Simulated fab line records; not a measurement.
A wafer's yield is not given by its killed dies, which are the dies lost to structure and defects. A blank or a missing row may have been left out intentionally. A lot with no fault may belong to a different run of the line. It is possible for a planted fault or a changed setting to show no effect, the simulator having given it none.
fab line records -- flow n5-finfet
[record] lots = 11, wafers = 32, last-day = 19
route steps=1938 shown BEOL_M7@1316 BEOL_M8@1347 PASSIVATION@1936
lots with no fault: from the same line, run without faults
start-h: start of the lot's first displayed wafer, in hours after the record's first day -- wait-h: how many hours have passed since the lot's step before this one -- " repeats the value in the row above -- L1.1+2: one row covering several wafers at once -- - no value present, or no start provided -- * or withheld: withheld -- < > ~ a bound
route shown NAME@n: names a module that has steps shown in the file, with the first one's number in the route -- usual: mean and standard deviation over wafers with no fault -- same: alike in all rows -- chamber/n: place in a boat -- sites: per-site readings -- _std_site: standard deviation of those values -- _edge_site: mean of outer sites minus mean of inner sites -- radius-mm: for every site, how far away it sits from the centre of the wafer -- mask NAME#n: copy n -- behind: the tool/chamber that last shaped the wafer -- hold: what put the lot on hold/how long, in hours/how the hold closed -- device: the n, p or np transistor that did not switch -- end of line: at the end of the route, the tests of the same wafers -- a step given without rows: its recipe and nothing more -- killed: count of dies lost to structure and defects at first sort (not the wafer's yield) -- map: per-die view of a wafer (x killed, . not killed, _ where there is no die)
set.NAME: the setting that was run; set.NAME@STEP: the one run at that earlier step -- model.NAME: the simulator's own value behind a step, which no gauge read
a sample of lots followed through the steps of the route, with each step as a table and each wafer as a row
services: a tool's chamber out of use, with start hour (start-h, from the record's first day; less than 0 if before it), hours out, and reason
[[steps]]
[step N5_BEOL_M7_CD_MEAS_35]
[recipe] target-cd-nm = 40, polarity = opening
[usual] cd-nm = 40.0/0.54
lot.wafer,tool,chamber,start-h,wait-h,cd-nm
L191.3,cd-sem-02,-,228.19,0.0,40.3
L191.5,cd-sem-02,-,228.19,0.0,40.4
L191.6,cd-sem-02,-,228.19,0.0,40.3
L192.2,cd-sem-02,-,231.97,0.0,39.8
L192.3,cd-sem-02,-,231.97,0.0,39.8
L192.5,cd-sem-02,-,231.97,0.0,40.3
L193.1,cd-sem-01,-,232.41,0.0,39.5
L193.2,cd-sem-01,-,232.41,0.0,40.3
L193.6,cd-sem-01,-,232.41,0.0,39.7
L194.2,cd-sem-01,-,241.15,0.0,39.1
L194.6,cd-sem-01,-,241.15,0.0,39.5
L200.1,cd-sem-02,-,276.82,0.0,39.6
L200.2,cd-sem-02,-,276.82,0.0,40.3
L200.3,cd-sem-02,-,276.82,0.0,40.4
L208.1,cd-sem-01,-,317.19,0.0,40.7
L208.4,cd-sem-01,-,317.19,0.0,40.1
L208.6,cd-sem-01,-,317.19,0.0,40.8
L209.2,cd-sem-01,-,319.40,0.0,40.2
L209.3,cd-sem-01,-,319.40,0.0,39.6
L209.6,cd-sem-01,-,319.40,0.0,39.3
L212.1,cd-sem-03,-,345.35,0.0,39.8
L212.4,cd-sem-03,-,345.35,0.0,39.6
L212.6,cd-sem-03,-,345.35,0.0,40.2
L210.1,cd-sem-02,-,345.67,0.0,40.0
L210.3,cd-sem-02,-,345.67,0.0,39.9
L210.5,cd-sem-02,-,345.67,0.0,40.4
L214.1,cd-sem-02,-,379.30,0.0,40.8
L214.3,cd-sem-02,-,379.30,0.0,40.1
L214.6,cd-sem-02,-,379.30,0.0,40.6
L213.1,cd-sem-02,-,379.70,0.0,39.8
L213.3,cd-sem-02,-,379.70,0.0,39.8
L213.4,cd-sem-02,-,379.70,0.0,40.3
[step N5_BEOL_M7_CURE_75]
[recipe] temp-c = 370, time-s = 120, ambient = DMADMS/He, material = SiCOH_lowk
[usual] lamp-power-pct = 52.32/0.049, wafer_temp_C_max = 371.7/0.69
lot.wafer,tool,chamber,start-h,wait-h,lamp-power-pct,wafer_temp_C_max
L191.3,uv-cure-02,0,228.54,0.3,52.33,371.9
L191.5,uv-cure-02,0,228.54,0.3,52.40,371.5
L191.6,uv-cure-02,0,228.54,0.3,52.35,372.0
L192.2,uv-cure-02,2,232.06,0.1,52.39,370.8
L192.3,uv-cure-02,2,232.06,0.1,52.38,371.2
L192.5,uv-cure-02,2,232.06,0.1,52.37,371.2
L193.1,uv-cure-02,0,232.45,0.0,52.31,372.0
L193.2,uv-cure-02,0,232.45,0.0,52.34,371.3
L193.6,uv-cure-02,0,232.45,0.0,52.36,371.7
L194.2,uv-cure-01,0,241.32,0.2,52.35,372.8
L194.6,uv-cure-01,0,241.32,0.2,52.30,372.4
L200.1,uv-cure-01,1,277.42,0.6,52.41,372.9
L200.2,uv-cure-01,1,277.42,0.6,52.30,372.6
L200.3,uv-cure-01,1,277.42,0.6,52.33,372.7
L208.1,uv-cure-02,0,317.23,0.0,52.40,372.2
L208.4,uv-cure-02,0,317.23,0.0,52.35,371.7
L208.6,uv-cure-02,0,317.23,0.0,52.37,372.0
L209.2,uv-cure-03,1,319.49,0.1,52.36,371.5
L209.3,uv-cure-03,1,319.49,0.1,52.31,371.2
L209.6,uv-cure-03,1,319.49,0.1,52.34,371.5
L212.1,uv-cure-02,0,345.39,0.0,52.30,370.9
L212.4,uv-cure-02,0,345.39,0.0,52.32,371.6
L212.6,uv-cure-02,0,345.39,0.0,52.28,371.6
L210.1,uv-cure-02,1,345.71,0.0,52.15,370.9
L210.3,uv-cure-02,1,345.71,0.0,52.41,370.9
L210.5,uv-cure-02,1,345.71,0.0,52.20,371.9
L214.1,uv-cure-03,2,379.34,0.0,52.32,370.8
L214.3,uv-cure-03,2,379.34,0.0,52.30,371.2
L214.6,uv-cure-03,2,379.34,0.0,52.35,371.3
L213.1,uv-cure-01,2,379.74,0.0,52.22,370.7
L213.3,uv-cure-01,2,379.74,0.0,52.36,371.1
L213.4,uv-cure-01,2,379.74,0.0,52.31,370.6
[step N5_BEOL_M7_SURFACE_TREAT_79]
[recipe] gas = Ar, time-s = *, ion-energy-ev = *, ion-current-ma-cm2 = 0.5, pressure-mtorr = *, ar-flow-sccm = 30
[usual] throttle-valve-pct = *
lot.wafer,tool,chamber,start-h,wait-h,throttle-valve-pct
L191.3,pvd-sputter-03,-,229.51,0.2,*
L191.5,pvd-sputter-03,-,229.51,0.2,*
L191.6,pvd-sputter-03,-,229.51,0.2,*
L192.2,pvd-sputter-03,-,234.13,1.4,*
L192.3,pvd-sputter-03,-,234.13,1.4,*
L192.5,pvd-sputter-03,-,234.13,1.4,*
L193.1,pvd-sputter-02,-,235.22,0.5,*
L193.2,pvd-sputter-02,-,235.22,0.5,*
L193.6,pvd-sputter-02,-,235.22,0.5,*
L194.2,pvd-sputter-02,-,243.57,1.5,*
L194.6,pvd-sputter-02,-,243.57,1.5,*
L200.1,pvd-sputter-01,-,279.60,1.4,*
L200.2,pvd-sputter-01,-,279.60,1.4,*
L200.3,pvd-sputter-01,-,279.60,1.4,*
L208.1,pvd-sputter-03,-,318.71,0.5,*
L208.4,pvd-sputter-03,-,318.71,0.5,*
L208.6,pvd-sputter-03,-,318.71,0.5,*
L209.2,pvd-sputter-01,-,320.52,0.2,*
L209.3,pvd-sputter-01,-,320.52,0.2,*
L209.6,pvd-sputter-01,-,320.52,0.2,*
L212.1,pvd-sputter-03,-,346.53,0.2,*
L212.4,pvd-sputter-03,-,346.53,0.2,*
L212.6,pvd-sputter-03,-,346.53,0.2,*
L210.1,pvd-sputter-02,-,346.81,0.2,*
L210.3,pvd-sputter-02,-,346.81,0.2,*
L210.5,pvd-sputter-02,-,346.81,0.2,*
L214.1,pvd-sputter-02,-,381.08,0.9,*
L214.3,pvd-sputter-02,-,381.08,0.9,*
L214.6,pvd-sputter-02,-,381.08,0.9,*
L213.1,pvd-sputter-03,-,381.73,1.2,*
L213.3,pvd-sputter-03,-,381.73,1.2,*
L213.4,pvd-sputter-03,-,381.73,1.2,*
[step N5_BEOL_M7_PRE_CLEAN_55]
[recipe] gas = NH3, time-s = 15, temp-c = withheld, rf-power-w = 300
lot.wafer,tool,chamber,start-h,wait-h
L191.3+5+6,pecvd-04,"1,0,2",232.52,0.0
L192.2+3+5,pecvd-02,"0,1,1",235.75,0.0
L193.1+2+6,pecvd-02,"0,1,0",237.46,0.0
L194.2+6,pecvd-04,0,245.27,0.0
L200.1+2+3,pecvd-02,"1,2,0",280.95,0.0
L208.1+4+6,pecvd-04,"1,2,1",319.73,0.0
L209.2+3+6,pecvd-04,"1,2,0",321.61,0.0
L212.1+4+6,pecvd-04,"0,0,2",347.86,0.0
L210.1+3+5,pecvd-04,"2,1,2",348.14,0.0
L214.1+3+6,pecvd-04,"2,1,2",382.61,0.0
L213.1+3+4,pecvd-02,"2,1,1",383.06,0.0
[step N5_BEOL_M7_INSPECT_58]
[recipe] inspect-instrument = darkfield, mode = post-dep
[usual] raw-defect-count = 78/29
lot.wafer,tool,chamber,start-h,wait-h,raw-defect-count
L191.3,defect-inspect-01,-,232.65,0.0,55
L191.5,defect-inspect-01,-,232.65,0.0,137
L191.6,defect-inspect-01,-,232.65,0.0,107
L192.2,defect-inspect-02,-,235.87,0.0,104
L192.3,defect-inspect-02,-,235.87,0.0,93
L192.5,defect-inspect-02,-,235.87,0.0,78
L193.1,defect-inspect-02,-,237.58,0.0,24
L193.2,defect-inspect-02,-,237.58,0.0,60
L193.6,defect-inspect-02,-,237.58,0.0,27
L194.2,defect-inspect-01,-,245.39,0.0,108
L194.6,defect-inspect-01,-,245.39,0.0,93
L200.1,defect-inspect-02,-,281.07,0.0,49
L200.2,defect-inspect-02,-,281.07,0.0,882
L200.3,defect-inspect-02,-,281.07,0.0,90
L208.1,defect-inspect-02,-,319.85,0.0,35
L208.4,defect-inspect-02,-,319.85,0.0,77
L208.6,defect-inspect-02,-,319.85,0.0,63
L209.2,defect-inspect-02,-,321.73,0.0,88
L209.3,defect-inspect-02,-,321.73,0.0,111
L209.6,defect-inspect-02,-,321.73,0.0,59
L212.1,defect-inspect-02,-,347.98,0.0,61
L212.4,defect-inspect-02,-,347.98,0.0,57
L212.6,defect-inspect-02,-,347.98,0.0,117
L210.1,defect-inspect-01,-,348.26,0.0,69
L210.3,defect-inspect-01,-,348.26,0.0,77
L210.5,defect-inspect-01,-,348.26,0.0,75
L214.1,defect-inspect-01,-,382.73,0.0,81
L214.3,defect-inspect-01,-,382.73,0.0,81
L214.6,defect-inspect-01,-,382.73,0.0,64
L213.1,defect-inspect-02,-,383.18,0.0,53
L213.3,defect-inspect-02,-,383.18,0.0,66
L213.4,defect-inspect-02,-,383.18,0.0,61
[step N5_BEOL_M8_INSPECT_13]
[recipe] mode = adi, inspect-instrument = brightfield
[usual] raw-defect-count = 440/96
lot.wafer,tool,chamber,start-h,wait-h,raw-defect-count
L191.3,defect-inspect-02,-,235.27,0.0,386
L191.5,defect-inspect-02,-,235.27,0.0,454
L191.6,defect-inspect-02,-,235.27,0.0,419
L192.2,defect-inspect-02,-,238.50,0.0,417
L192.3,defect-inspect-02,-,238.50,0.0,394
L192.5,defect-inspect-02,-,238.50,0.0,450
L193.1,defect-inspect-02,-,239.02,0.0,404
L193.2,defect-inspect-02,-,239.02,0.0,411
L193.6,defect-inspect-02,-,239.02,0.0,312
L194.2,defect-inspect-01,-,248.12,0.0,382
L194.6,defect-inspect-01,-,248.12,0.0,489
L200.1,defect-inspect-02,-,284.26,0.0,412
L200.2,defect-inspect-02,-,284.26,0.0,1170
L200.3,defect-inspect-02,-,284.26,0.0,517
L208.1,defect-inspect-01,-,323.39,0.0,370
L208.4,defect-inspect-01,-,323.39,0.0,505
L208.6,defect-inspect-01,-,323.39,0.0,482
L209.2,defect-inspect-01,-,325.12,0.0,366
L209.3,defect-inspect-01,-,325.12,0.0,428
L209.6,defect-inspect-01,-,325.12,0.0,410
L212.1,defect-inspect-02,-,349.53,0.0,405
L212.4,defect-inspect-02,-,349.53,0.0,328
L212.6,defect-inspect-02,-,349.53,0.0,385
L210.1,defect-inspect-02,-,353.32,0.0,457
L210.3,defect-inspect-02,-,353.32,0.0,401
L210.5,defect-inspect-02,-,353.32,0.0,370
L214.1,defect-inspect-01,-,385.39,0.0,458
L214.3,defect-inspect-01,-,385.39,0.0,457
L214.6,defect-inspect-01,-,385.39,0.0,421
L213.1,defect-inspect-01,-,385.61,0.0,400
L213.3,defect-inspect-01,-,385.61,0.0,436
L213.4,defect-inspect-01,-,385.61,0.0,328
[step N5_PASSIVATION_PROBE_49]
[usual] defect-limited-yield = 91.6/1.4, killed_at_M0_to_M3 = 33/10, killed_at_M4_up = 13/5.3, killed-at-contacts = 13/5.9, killed-at-front-end = 36/12, killed-at-other = 4/3.1, killed-dies = 99/16, killed-on-rim = 13/4.2, killed-open = 65/13, killed-short = 32/7.3, sort_bin_5_function = 4.9/0.9, sort_bin_6_memory = 3.1/0.66, sort_bin_8_speed = 0.0/0.42, sort-n-pass = 1081/17, sort-yield-pct = 91.6/1.4
[same] gross-dies = 1180, killed-at-back-side = 0, sort_bin_4_leakage[%] = 0
lot.wafer,tool,chamber,start-h,wait-h,defect-limited-yield[%],killed_at_M0_to_M3,killed_at_M4_up,killed-at-contacts,killed-at-front-end,killed-at-other,killed-dies,killed-on-rim,killed-open,killed-short,sort_bin_5_function[%],sort_bin_6_memory[%],sort_bin_8_speed[%],sort-n-pass,sort-yield-pct[%]
L191.3,prober-01,-,306.14,0.1,92.6,44,1,10,30,2,87,6,54,32,4.7,2.5,0,1093,92.6
L191.5,prober-01,-,306.24,0.2,91.9,47,10,7,32,0,96,15,54,39,4.6,3.1,0,1084,91.9
L191.6,prober-01,-,306.29,0.3,92.3,37,11,9,32,2,91,10,52,37,4.5,2.8,0,1089,92.3
L192.2,prober-01,-,312.29,0.1,90.9,46,6,8,41,6,107,11,80,27,5.5,3.2,0,1073,90.9
L192.3,prober-01,-,312.34,0.1,91.4,40,13,9,32,7,101,14,67,28,5.2,2.7,0,1079,91.4
L192.5,prober-01,-,312.44,0.2,92.2,26,11,9,43,3,92,13,50,34,4.6,2.2,0,1088,92.2
L193.1,prober-01,-,317.40,0.0,91.8,32,10,20,29,6,97,13,65,32,4.8,3.1,0,1083,91.8
L193.2,prober-01,-,317.45,0.1,92.5,25,12,12,35,5,89,11,49,39,4.6,2.5,0,1091,92.5
L193.6,prober-01,-,317.65,0.3,89.7,43,19,22,32,5,121,8,73,48,5.7,4.5,0,1059,89.7
L194.2,prober-01,-,321.06,0.1,91.9,30,5,23,30,7,95,8,49,43,5.0,2.9,0,1085,91.9
L194.6,prober-01,-,321.26,0.3,91.4,39,9,22,31,0,101,15,65,36,5.3,2.8,0,1079,91.4
L200.1,prober-01,-,350.02,0.0,92.7,23,13,11,38,1,86,14,49,32,4.2,2.8,0,1094,92.7
L200.2,prober-01,-,350.07,0.1,84.3,16,125,9,33,2,185,26,48,24,9.9,2.5,0,995,84.3
L200.3,prober-01,-,350.12,0.1,92.9,25,6,11,41,1,84,14,49,34,4.8,2.1,0,1096,92.9
L208.1,prober-02,-,394.04,0.0,93.6,19,19,10,25,2,75,8,57,18,4.5,1.8,0,1105,93.6
L208.4,prober-02,-,394.19,0.2,94.2,13,23,7,23,2,68,9,48,19,3.3,2.1,0,1112,94.2
L208.6,prober-02,-,394.29,0.3,93.4,21,8,6,38,5,78,8,49,29,3.8,2.5,0,1102,93.4
L209.2,prober-01,-,404.33,0.1,93.4,18,13,11,28,8,78,6,50,25,3.7,2.7,0,1102,93.4
L209.3,prober-01,-,404.38,0.1,92.6,22,16,13,31,5,87,12,56,27,4.5,2.4,0,1093,92.6
L209.6,prober-01,-,404.53,0.3,91.5,30,18,5,42,5,100,15,58,35,4.7,3.6,0,1080,91.5
L210.1,prober-02,-,428.78,0.0,90.0,36,21,13,37,11,118,11,77,38,5.8,3.6,0,1062,90.0
L210.3,prober-02,-,428.88,0.1,91.7,23,14,11,48,2,98,7,62,33,5.3,2.5,0,1082,91.7
L210.5,prober-02,-,428.98,0.2,91.1,26,16,12,50,1,105,11,52,51,4.8,3.5,0,1075,91.1
L212.1,prober-02,-,433.72,0.0,93.3,39,11,7,20,2,79,9,53,25,3.8,2.6,0,1101,93.3
L212.4,prober-02,-,433.87,0.2,92.0,31,10,7,43,3,94,10,53,40,4.8,2.7,0,1086,92.0
L212.6,prober-02,-,433.97,0.3,90.9,48,20,5,30,4,107,18,76,31,5.5,3.2,0,1073,90.9
L214.1,prober-01,-,447.76,0.0,91.5,34,10,18,26,12,100,12,68,31,5.5,2.7,0,1080,91.5
L214.3,prober-01,-,447.86,0.1,92.5,41,12,14,20,2,89,10,65,24,5.0,2.0,4.9,1033,87.5
L214.6,prober-01,-,448.01,0.3,90.8,42,13,21,32,0,108,19,76,29,5.0,4.0,0,1072,90.8
L213.1,prober-01,-,459.06,0.0,92.5,30,13,14,23,8,88,13,55,33,3.8,3.6,0,1092,92.5
L213.3,prober-01,-,459.16,0.1,92.3,31,5,16,27,12,91,8,69,22,4.1,3.4,0,1089,92.3
L213.4,prober-01,-,459.21,0.2,91.5,36,9,20,28,7,100,19,63,36,4.8,3.4,0,1080,91.5
// killed by level:class
L191.3 BEOL_M0_SAQP:geometric-particle:short=14 BEOL_M0_SAQP:geometric-particle:open=11 MOL_CONTACT_COAG:geometric-particle:open=7 FIN_SAQP:geometric-particle:short=6 STARTING-WAFER:geometric-particle:open=5 STI_FIN_REVEAL:geometric-particle:open=5 BEOL_M0:geometric-particle:open=5 BEOL_M1:geometric-particle:open=5
L191.5 BEOL_M0_SAQP:geometric-particle:short=14 BEOL_M2:geometric-particle:open=11 BEOL_M0_SAQP:geometric-particle:open=10 FIN_SAQP:geometric-particle:short=7 STI_FIN_REVEAL:geometric-particle:open=6 BEOL_M1:geometric-particle:short=5 FIN_SAQP:geometric-particle:open=4 BEOL_M1:geometric-particle:open=4
L191.6 FIN_SAQP:geometric-particle:short=8 BEOL_M0_SAQP:geometric-particle:short=8 MOL_CONTACT_COAG:geometric-particle:open=7 STI_FIN_REVEAL:geometric-particle:open=5 GATE_CUT:geometric-particle:short=5 BEOL_M0:geometric-particle:open=5 BEOL_M1:geometric-particle:open=5 BEOL_M3:geometric-particle:open=5
L192.2 BEOL_M0_SAQP:geometric-particle:open=11 STI_FIN_REVEAL:geometric-particle:open=10 BEOL_M1:geometric-particle:open=10 DUMMY_GATE:geometric-particle:open=8 MOL_CONTACT_COAG:geometric-particle:open=8 BEOL_M3:geometric-particle:open=8 FIN_SAQP:geometric-particle:open=7 BEOL_M0_SAQP:geometric-particle:short=7
L192.3 BEOL_M2:geometric-particle:open=12 MOL_CONTACT_COAG:geometric-particle:open=8 FIN_SAQP:geometric-particle:open=7 BEOL_M0_SAQP:geometric-particle:open=7 BEOL_M4:geometric-particle:open=6 HKMG_FIN:area-etch=6 BEOL_M1:geometric-particle:open=4 BEOL_M2:geometric-particle:short=4
L192.5 FIN_SAQP:geometric-particle:short=9 BEOL_M0_SAQP:geometric-particle:short=8 MOL_CONTACT_COAG:geometric-particle:open=7 HKMG_FIN:area-etch=7 FIN_SAQP:geometric-particle:open=6 BEOL_M2:geometric-particle:open=6 BEOL_M0_SAQP:geometric-particle:open=5 STARTING-WAFER:geometric-particle:open=5
L193.1 MOL_CONTACT_COAG:geometric-particle:open=18 BEOL_M0_SAQP:geometric-particle:open=11 BEOL_M0_SAQP:geometric-particle:short=9 DUMMY_GATE:geometric-particle:open=6 SPACER0:geometric-particle:open=4 BEOL_M3:geometric-particle:open=4 BEOL_M4:geometric-particle:open=4 STI_FIN_REVEAL:geometric-particle:open=3
L193.2 MOL_CONTACT_COAG:geometric-particle:open=11 BEOL_M0_SAQP:geometric-particle:short=11 BEOL_M0_SAQP:geometric-particle:open=8 STI_FIN_REVEAL:geometric-particle:open=7 STI_FIN_REVEAL:geometric-particle:short=5 DUMMY_GATE:geometric-particle:open=5 GATE_CUT:geometric-particle:short=4 STARTING-WAFER:geometric-particle:short=4
L193.6 BEOL_M0_SAQP:geometric-particle:short=14 MOL_CONTACT_COAG:geometric-particle:open=14 BEOL_M0_SAQP:geometric-particle:open=12 BEOL_M4:geometric-particle:open=10 MOL_CONTACT_COAG:geometric-particle:short=8 FIN_SAQP:geometric-particle:short=7 STI_FIN_REVEAL:geometric-particle:open=6 DUMMY_GATE:geometric-particle:open=6
L194.2 MOL_CONTACT_COAG:geometric-particle:open=12 DUMMY_GATE:geometric-particle:open=11 MOL_CONTACT_COAG:geometric-particle:short=9 BEOL_M0_SAQP:geometric-particle:short=9 BEOL_M0_SAQP:geometric-particle:open=9 FIN_SAQP:geometric-particle:short=6 PAD_METAL:geometric-particle:short=5 BEOL_M2:geometric-particle:open=4
L194.6 MOL_CONTACT_COAG:geometric-particle:open=19 BEOL_M2:geometric-particle:open=12 BEOL_M0_SAQP:geometric-particle:short=9 BEOL_M0_SAQP:geometric-particle:open=8 STI_FIN_REVEAL:geometric-particle:open=7 FIN_SAQP:geometric-particle:short=6 BEOL_M2:geometric-particle:short=4 STARTING-WAFER:geometric-particle:open=4
L200.1 FIN_SAQP:geometric-particle:short=11 MOL_CONTACT_COAG:geometric-particle:open=8 STI_FIN_REVEAL:geometric-particle:open=7 BEOL_M0_SAQP:geometric-particle:open=7 BEOL_M0_SAQP:geometric-particle:short=7 BEOL_M2:geometric-particle:open=4 BEOL_M4:geometric-particle:open=4 FIN_SAQP:geometric-particle:open=3
L200.2 BEOL_M7:unspecified=111 MOL_CONTACT_COAG:geometric-particle:open=9 FIN_SAQP:geometric-particle:short=8 FIN_SAQP:geometric-particle:open=6 GATE_CUT:geometric-particle:short=5 BEOL_M0_SAQP:geometric-particle:open=5 BEOL_M2:geometric-particle:open=5 BEOL_M4:geometric-particle:open=5
L200.3 FIN_SAQP:geometric-particle:short=13 MOL_CONTACT_COAG:geometric-particle:open=10 FIN_SAQP:geometric-particle:open=6 DUMMY_GATE:geometric-particle:open=6 BEOL_M0_SAQP:geometric-particle:open=4 BEOL_M1:geometric-particle:open=4 BEOL_M2:geometric-particle:open=4 DUMMY_GATE:geometric-particle:short=3
L208.1 BEOL_M4:geometric-particle:open=11 FIN_SAQP:geometric-particle:open=10 MOL_CONTACT_COAG:geometric-particle:open=9 STI_FIN_REVEAL:geometric-particle:open=5 BEOL_M0_SAQP:geometric-particle:open=5 BEOL_M3:geometric-particle:open=5 BEOL_M0_SAQP:geometric-particle:short=3 BEOL_M1:geometric-particle:open=3
L208.4 BEOL_M4:geometric-particle:open=14 STI_FIN_REVEAL:geometric-particle:open=6 BEOL_M3:geometric-particle:open=6 FIN_SAQP:geometric-particle:open=5 MOL_CONTACT_COAG:geometric-particle:open=5 BEOL_M4:geometric-particle:short=3 FIN_SAQP:geometric-particle:short=2 ILD0:geometric-particle:open=2
L208.6 FIN_SAQP:geometric-particle:open=12 BEOL_M0_SAQP:geometric-particle:open=10 STI_FIN_REVEAL:geometric-particle:open=6 BEOL_M0_SAQP:geometric-particle:short=6 STI_FIN_REVEAL:geometric-particle:short=4 DUMMY_GATE:geometric-particle:open=4 MOL_CONTACT_COAG:geometric-particle:open=3 MOL_CONTACT_COAG:geometric-particle:short=3
L209.2 MOL_CONTACT_COAG:geometric-particle:open=8 GATE_CUT:geometric-particle:short=7 FIN_SAQP:geometric-particle:short=6 MIM_BOT:geometric-particle:open=5 BEOL_M0_SAQP:geometric-particle:short=5 DUMMY_GATE:geometric-particle:open=4 BEOL_M3:geometric-particle:open=4 BEOL_M5:geometric-particle:open=4
L209.3 MOL_CONTACT_COAG:geometric-particle:open=12 GATE_CUT:geometric-particle:open=8 BEOL_M3:geometric-particle:open=7 BEOL_M0_SAQP:geometric-particle:open=6 BEOL_M4:geometric-particle:open=6 BEOL_M4:geometric-particle:short=4 STI_FIN_REVEAL:geometric-particle:open=3 GATE_CUT:geometric-particle:short=3
L209.6 GATE_CUT:geometric-particle:short=9 BEOL_M0_SAQP:geometric-particle:short=7 GATE_CUT:geometric-particle:open=6 BEOL_M0_SAQP:geometric-particle:open=6 BEOL_M5:geometric-particle:open=6 STI_FIN_REVEAL:geometric-particle:open=5 BEOL_M3:geometric-particle:open=5 STARTING-WAFER:geometric-particle:short=4
L210.1 FIN_SAQP:geometric-particle:short=10 MOL_CONTACT_COAG:geometric-particle:open=10 BEOL_M0_SAQP:geometric-particle:open=10 BEOL_M4:geometric-particle:open=8 STI_FIN_REVEAL:geometric-particle:open=6 BEOL_M2:geometric-particle:open=6 BEOL_M0:geometric-particle:open=4 ILD0:geometric-particle:short=4
L210.3 FIN_SAQP:geometric-particle:open=9 FIN_SAQP:geometric-particle:short=8 DUMMY_GATE:geometric-particle:open=8 ILD0:geometric-particle:short=7 BEOL_M4:geometric-particle:open=7 MOL_CONTACT_COAG:geometric-particle:open=6 BEOL_M0_SAQP:geometric-particle:open=6 MOL_CONTACT_COAG:geometric-particle:short=5
L210.5 FIN_SAQP:geometric-particle:short=17 STI_FIN_REVEAL:geometric-particle:open=8 BEOL_M0_SAQP:geometric-particle:short=8 MOL_CONTACT_COAG:geometric-particle:open=7 DUMMY_GATE:geometric-particle:open=6 BEOL_M2:geometric-particle:short=6 BEOL_M4:geometric-particle:open=5 ILD0:geometric-particle:short=4
L212.1 BEOL_M0_SAQP:geometric-particle:open=11 BEOL_M0_SAQP:geometric-particle:short=11 FIN_SAQP:geometric-particle:open=7 MOL_CONTACT_COAG:geometric-particle:open=7 DUMMY_GATE:geometric-particle:open=5 BEOL_M4:geometric-particle:open=5 BEOL_M3:geometric-particle:open=4 FIN_SAQP:geometric-particle:short=3
L212.4 FIN_SAQP:geometric-particle:short=12 BEOL_M0_SAQP:geometric-particle:short=12 BEOL_M0_SAQP:geometric-particle:open=10 STARTING-WAFER:geometric-particle:open=8 BEOL_M4:geometric-particle:open=6 FIN_SAQP:geometric-particle:open=5 MOL_CONTACT_COAG:geometric-particle:open=5 STI_FIN_REVEAL:geometric-particle:open=3
L212.6 BEOL_M0_SAQP:geometric-particle:open=20 BEOL_M0_SAQP:geometric-particle:short=11 DUMMY_GATE:geometric-particle:open=9 BEOL_M1:geometric-particle:open=8 BEOL_M4:geometric-particle:open=7 BEOL_M7:geometric-particle:open=7 STI_FIN_REVEAL:geometric-particle:open=6 MOL_CONTACT_COAG:geometric-particle:open=5
L214.1 MOL_CONTACT_COAG:geometric-particle:open=15 BEOL_M1:geometric-particle:open=8 STI_FIN_REVEAL:geometric-particle:open=7 GATE_CUT:geometric-particle:short=7 BEOL_M0_SAQP:geometric-particle:short=6 BEOL_M2:geometric-particle:open=6 BEOL_M3:geometric-particle:open=5 FIN_SAQP:geometric-particle:short=4
L214.3 MOL_CONTACT_COAG:geometric-particle:open=12 BEOL_M1:geometric-particle:open=10 BEOL_M0_SAQP:geometric-particle:open=9 BEOL_M2:geometric-particle:open=8 BEOL_M0_SAQP:geometric-particle:short=7 BEOL_M4:geometric-particle:open=6 GATE_CUT:geometric-particle:short=6 GATE_CUT:geometric-particle:open=5
L214.6 MOL_CONTACT_COAG:geometric-particle:open=17 BEOL_M1:geometric-particle:open=10 BEOL_M2:geometric-particle:open=9 FIN_SAQP:geometric-particle:open=6 DUMMY_GATE:geometric-particle:open=6 BEOL_M0:geometric-particle:open=6 BEOL_M0_SAQP:geometric-particle:short=5 BEOL_M4:geometric-particle:open=5
L213.1 MOL_CONTACT_COAG:geometric-particle:open=12 BEOL_M0_SAQP:geometric-particle:short=7 BEOL_M4:geometric-particle:open=6 BEOL_M0_SAQP:geometric-particle:open=4 BEOL_M2:geometric-particle:short=4 BEOL_M3:geometric-particle:open=4 FIN_SAQP:geometric-particle:open=3 GATE_CUT:geometric-particle:short=3
L213.3 MOL_CONTACT_COAG:geometric-particle:open=15 FIN_SAQP:geometric-particle:open=9 BEOL_M0_SAQP:geometric-particle:open=8 STI_FIN_REVEAL:geometric-particle:open=7 BEOL_M1:geometric-particle:open=6 BEOL_M2:geometric-particle:open=5 FIN_SAQP:geometric-particle:short=4 BEOL_M0_SAQP:geometric-particle:short=4
L213.4 BEOL_M3:geometric-particle:open=17 MOL_CONTACT_COAG:geometric-particle:open=16 FIN_SAQP:geometric-particle:short=6 BEOL_M3:geometric-particle:short=5 BEOL_M2:geometric-particle:open=5 MOL_CONTACT_COAG:geometric-particle:short=4 BEOL_M0_SAQP:geometric-particle:open=4 STI_FIN_REVEAL:geometric-particle:short=3
[[services]]
tool,chamber,start-h,hours,kind
pecvd-02,1,233.21,2.1,scheduled-down
pecvd-04,0,256.02,5.2,repair
uv-cure-02,-,260.18,6.9,repair
pecvd-02,0,273.00,5.5,scheduled-down
pecvd-04,2,301.00,2.5,repair
pecvd-04,1,322.83,2.1,scheduled-down
uv-cure-01,-,329.99,7.1,pm
pecvd-02,-,337.78,0.8,pm
uv-cure-03,-,352.18,1.0,pm
uv-cure-02,-,355.46,7.5,pm
pecvd-02,1,356.54,5.0,scheduled-down
uv-cure-01,-,363.33,5.0,pm
uv-cure-01,-,368.33,7.5,pm
uv-cure-01,-,375.88,1.0,pm
uv-cure-02,-,382.18,0.8,repair
[[key]]
[first-sign] step = N5_BEOL_M7_INSPECT_58, reading = raw-defect-count, direction = up, sigmas = 28, usual = 78, struck = 882
[effect] step = N5_BEOL_M8_INSPECT_13, reading = raw-defect-count, direction = up, sigmas = 7.6, usual = 440, struck = 1170
[effect] step = N5_PASSIVATION_PROBE_49, reading = killed_at_M4_up, direction = up, sigmas = 21, usual = 13, struck = 125
[more-kills-born-at] N5_BEOL_M7_PRE_CLEAN_55@pecvd-02 = 111
met-at N5_BEOL_M7_PRE_CLEAN_55
struck-lots L200
struck-wafers L200.2
not-acting-at N5_BEOL_M7_CD_MEAS_35,N5_BEOL_M7_CURE_75,N5_BEOL_M7_SURFACE_TREAT_79
[fault] kind = chamber-particle-source, tool = pecvd-02, chamber = 2, onset-h = 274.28, steps = N5_BEOL_M7_PRE_CLEAN_55, rate-per-visit-cm2 = 1.2475, end-h = 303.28
